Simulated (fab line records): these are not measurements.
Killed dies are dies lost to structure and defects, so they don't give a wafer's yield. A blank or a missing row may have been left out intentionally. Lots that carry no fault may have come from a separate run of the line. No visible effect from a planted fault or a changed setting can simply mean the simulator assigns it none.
Lot-split experiment :: flow n5_finfet :: 39 wafers read across 7 lots, on a route 1938 steps long

== THE SPLIT ==
At N5_BEOL_M13_TRENCH_ETCH_34 (etches SiOC in C4F8/O2/Ar, target depth 413.47 nm, time 162.6 s), the setting time_s was moved away from the recipe's 162.6 s on 15 of the 39 wafers read, by -58.0% to +54.6%. For the rest of the wafers, this setting stayed at what the recipe calls for.

== FROM THE SPLIT TO THE READING: what the file shows between them, 10 steps ==
- N5_BEOL_M13_STRIP_70: strips in C4F8/O2/Ar
- N5_BEOL_M13_OCD_MEAS_35
- N5_BEOL_M13_STRIP_37: strips in N2/H2
- N5_BEOL_M13_ETCH_38: etches SiCN in CF4/N2, target depth 67.5 nm, time 71.9 s
- N5_BEOL_M13_ECD_47: material Cu, target thk 936 nm
- N5_BEOL_M13_ANNEAL_48: time 90 s
- N5_BEOL_M13_CMP_49: polishes, stops on SiOC, t overpolish 17.1 s, target thk 420 nm
- N5_BEOL_M13_THK_MEAS_50: measures by xrf
- N5_BEOL_M13_PRE_CLEAN_52: time 15 s
- N5_BEOL_M13_DEP_53: deposits SiCN from 3MS/NH3, target thk 50 nm, time 17.8 s

== THE READING ==
M13_RS in ohm/sq, measured at N5_BEOL_M13_RS_MEAS_54 by four-point-probe. A value of 0.0452 ohm/sq with a standard deviation of 0.00077 ohm/sq is what fault-free wafers of this fab line usually give.

wafer: L075.1
tool, chamber at the split: rie_diel-04, 1
time_s as run, s: 131
against the recipe: -19.4%
M13_RS, ohm/sq: 0.0562
against lot-mates on the recipe: +0.0106

wafer: L075.2
tool, chamber at the split: rie_diel-04, 0
time_s as run, s: 131
against the recipe: -19.4%
M13_RS, ohm/sq: 0.0571
against lot-mates on the recipe: +0.0115

wafer: L075.3
tool, chamber at the split: rie_diel-04, 3
time_s as run, s: 131
against the recipe: -19.4%
M13_RS, ohm/sq: 0.0564
against lot-mates on the recipe: +0.0108

wafer: L075.4
tool, chamber at the split: rie_diel-04, 2
time_s as run, s: 162.6
against the recipe: recipe
M13_RS, ohm/sq: 0.0459
against lot-mates on the recipe: -

wafer: L075.5
tool, chamber at the split: rie_diel-04, 1
time_s as run, s: 162.6
against the recipe: recipe
M13_RS, ohm/sq: 0.0453
against lot-mates on the recipe: -

wafer: L075.6
tool, chamber at the split: rie_diel-04, 0
time_s as run, s: 162.6
against the recipe: recipe
M13_RS, ohm/sq: 0.0456
against lot-mates on the recipe: -

wafer: L078.1
tool, chamber at the split: rie_diel-04, 3
time_s as run, s: 251.4
against the recipe: +54.6%
M13_RS, ohm/sq: 0.0291
against lot-mates on the recipe: -0.0163

wafer: L078.2
tool, chamber at the split: rie_diel-04, 2
time_s as run, s: 162.6
against the recipe: recipe
M13_RS, ohm/sq: 0.0450
against lot-mates on the recipe: -

wafer: L078.3
tool, chamber at the split: rie_diel-04, 0
time_s as run, s: 251.4
against the recipe: +54.6%
M13_RS, ohm/sq: 0.0296
against lot-mates on the recipe: -0.0158

wafer: L078.4
tool, chamber at the split: rie_diel-04, 1
time_s as run, s: 251.4
against the recipe: +54.6%
M13_RS, ohm/sq: 0.0291
against lot-mates on the recipe: -0.0163

wafer: L078.5
tool, chamber at the split: rie_diel-04, 0
time_s as run, s: 162.6
against the recipe: recipe
M13_RS, ohm/sq: 0.0460
against lot-mates on the recipe: -

wafer: L078.6
tool, chamber at the split: rie_diel-04, 3
time_s as run, s: 162.6
against the recipe: recipe
M13_RS, ohm/sq: 0.0453
against lot-mates on the recipe: -

wafer: L085.1
tool, chamber at the split: rie_diel-04, 3
time_s as run, s: 68.31
against the recipe: -58.0%
M13_RS, ohm/sq: 0.1093
against lot-mates on the recipe: +0.0635

wafer: L085.2
tool, chamber at the split: rie_diel-04, 1
time_s as run, s: 68.31
against the recipe: -58.0%
M13_RS, ohm/sq: 0.1119
against lot-mates on the recipe: +0.0661

wafer: L085.3
tool, chamber at the split: rie_diel-04, 0
time_s as run, s: 162.6
against the recipe: recipe
M13_RS, ohm/sq: 0.0461
against lot-mates on the recipe: -

wafer: L085.4
tool, chamber at the split: rie_diel-04, 3
time_s as run, s: 162.6
against the recipe: recipe
M13_RS, ohm/sq: 0.0456
against lot-mates on the recipe: -

wafer: L085.5
tool, chamber at the split: rie_diel-04, 0
time_s as run, s: 68.31
against the recipe: -58.0%
M13_RS, ohm/sq: 0.1119
against lot-mates on the recipe: +0.0661

wafer: L085.6
tool, chamber at the split: rie_diel-04, 1
time_s as run, s: 162.6
against the recipe: recipe
M13_RS, ohm/sq: 0.0457
against lot-mates on the recipe: -

wafer: L090.1
tool, chamber at the split: rie_diel-06, 3
time_s as run, s: 162.6
against the recipe: recipe
M13_RS, ohm/sq: 0.0441
against lot-mates on the recipe: -

wafer: L090.2
tool, chamber at the split: rie_diel-06, 0
time_s as run, s: 162.6
against the recipe: recipe
M13_RS, ohm/sq: 0.0437
against lot-mates on the recipe: -

wafer: L090.3
tool, chamber at the split: rie_diel-06, 2
time_s as run, s: 162.6
against the recipe: recipe
M13_RS, ohm/sq: 0.0453
against lot-mates on the recipe: -

wafer: L090.4
tool, chamber at the split: rie_diel-06, 1
time_s as run, s: 162.6
against the recipe: recipe
M13_RS, ohm/sq: 0.0444
against lot-mates on the recipe: -

wafer: L090.5
tool, chamber at the split: rie_diel-06, 1
time_s as run, s: 162.6
against the recipe: recipe
M13_RS, ohm/sq: 0.0441
against lot-mates on the recipe: -

wafer: L090.6
tool, chamber at the split: rie_diel-06, 0
time_s as run, s: 162.6
against the recipe: recipe
M13_RS, ohm/sq: 0.0436
against lot-mates on the recipe: -

wafer: L087.2
tool, chamber at the split: rie_diel-02, 1
time_s as run, s: 162.6
against the recipe: recipe
M13_RS, ohm/sq: 0.0454
against lot-mates on the recipe: -

wafer: L087.4
tool, chamber at the split: rie_diel-02, 3
time_s as run, s: 162.6
against the recipe: recipe
M13_RS, ohm/sq: 0.0445
against lot-mates on the recipe: -

wafer: L087.6
tool, chamber at the split: rie_diel-02, 0
time_s as run, s: 162.6
against the recipe: recipe
M13_RS, ohm/sq: 0.0442
against lot-mates on the recipe: -

wafer: L091.1
tool, chamber at the split: rie_diel-06, 3
time_s as run, s: 162.6
against the recipe: recipe
M13_RS, ohm/sq: 0.0452
against lot-mates on the recipe: -

wafer: L091.2
tool, chamber at the split: rie_diel-06, 2
time_s as run, s: 162.6
against the recipe: recipe
M13_RS, ohm/sq: 0.0461
against lot-mates on the recipe: -

wafer: L091.3
tool, chamber at the split: rie_diel-06, 1
time_s as run, s: 220.1
against the recipe: +35.4%
M13_RS, ohm/sq: 0.0331
against lot-mates on the recipe: -0.0122

wafer: L091.4
tool, chamber at the split: rie_diel-06, 0
time_s as run, s: 162.6
against the recipe: recipe
M13_RS, ohm/sq: 0.0447
against lot-mates on the recipe: -

wafer: L091.5
tool, chamber at the split: rie_diel-06, 2
time_s as run, s: 220.1
against the recipe: +35.4%
M13_RS, ohm/sq: 0.0339
against lot-mates on the recipe: -0.0114

wafer: L091.6
tool, chamber at the split: rie_diel-06, 1
time_s as run, s: 220.1
against the recipe: +35.4%
M13_RS, ohm/sq: 0.0332
against lot-mates on the recipe: -0.0121

wafer: L093.1
tool, chamber at the split: rie_diel-02, 0
time_s as run, s: 162.6
against the recipe: recipe
M13_RS, ohm/sq: 0.0445
against lot-mates on the recipe: -

wafer: L093.2
tool, chamber at the split: rie_diel-02, 1
time_s as run, s: 78.6
against the recipe: -51.7%
M13_RS, ohm/sq: 0.0952
against lot-mates on the recipe: +0.0507

wafer: L093.3
tool, chamber at the split: rie_diel-02, 3
time_s as run, s: 162.6
against the recipe: recipe
M13_RS, ohm/sq: 0.0444
against lot-mates on the recipe: -

wafer: L093.4
tool, chamber at the split: rie_diel-02, 0
time_s as run, s: 162.6
against the recipe: recipe
M13_RS, ohm/sq: 0.0447
against lot-mates on the recipe: -

wafer: L093.5
tool, chamber at the split: rie_diel-02, 3
time_s as run, s: 78.6
against the recipe: -51.7%
M13_RS, ohm/sq: 0.0944
against lot-mates on the recipe: +0.0499

wafer: L093.6
tool, chamber at the split: rie_diel-02, 1
time_s as run, s: 78.6
against the recipe: -51.7%
M13_RS, ohm/sq: 0.0949
against lot-mates on the recipe: +0.0504

FIT RESULTS
A straight line over all 39 wafers: M13_RS changes by -0.000722 ohm/sq for each +1% of time_s; r = -0.91; the points scatter about the line by 0.0095 ohm/sq.
The same after taking each lot's own level away (the mean of its wafers on the recipe; 39 wafers): -0.000722 ohm/sq for each +1%; r = -0.91; scatter 0.0093 ohm/sq.
According to that fit, moving time_s by its largest amount changes the reading by 0.042 ohm/sq.
Measured against the standard deviation above, the lots' own levels, which go from 0.04420 to 0.04580 ohm/sq, span 2.1 times it.
Consequently the slope shifts little with the lot-to-lot level, the two slopes agreeing.
Check: +0.045 ohm/sq against its lot-mates is what the line predicts for one of the wafers moved furthest among these (-58.0%) when that wafer is left out of the fit. It came out at +0.0635 ohm/sq against them.

== OTHER SPLITS APPLIED TO THESE WAFERS ==
These wafers also went through other splits before the reading. Each is held against what the fit with the lots' levels taken away leaves over:
other split on the same wafers: N5_BEOL_M11_TRENCH_ETCH_37 time_s
wafers away from the commonest value: 15
r with M13_RS (lot level and that fit taken away): +0.26

== THE WHOLE CHAIN: every reading that the file lists as answering this split, in the file's order ==
step: N5_BEOL_M13_TRENCH_ETCH_34
what it does: etches SiOC in C4F8/O2/Ar, target depth 413.47 nm, time 162.6 s
reading: etch.depth_nm (the simulator's own value, which no gauge read)
change (the file's fit): +4.08 nm for each +1% of the setting
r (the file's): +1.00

step: N5_BEOL_M13_OCD_MEAS_35
what it does: 
reading: trench_depth_nm
change (the file's fit): +4.09 nm for each +1% of the setting
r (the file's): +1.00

step: N5_BEOL_M13_CMP_49
what it does: polishes, stops on SiOC, t overpolish 17.1 s, target thk 420 nm
reading: Cu_of_BEOL_M13_ECD_47.thk_nm (the simulator's own value, which no gauge read)
change (the file's fit): +4.08 nm for each +1% of the setting
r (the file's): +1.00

step: N5_BEOL_M13_THK_MEAS_50
what it does: measures by xrf
reading: M13_THK
change (the file's fit): +4.13 for each +1% of the setting
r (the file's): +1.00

step: N5_BEOL_M13_RS_MEAS_54
what it does: measures by four-point-probe
reading: M13_RS
change (the file's fit): -0.000742 for each +1% of the setting
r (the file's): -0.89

== FILE'S OWN FIT ==
M13_RS changes by -0.000742 ohm/sq for each +1% of time_s, r = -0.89.
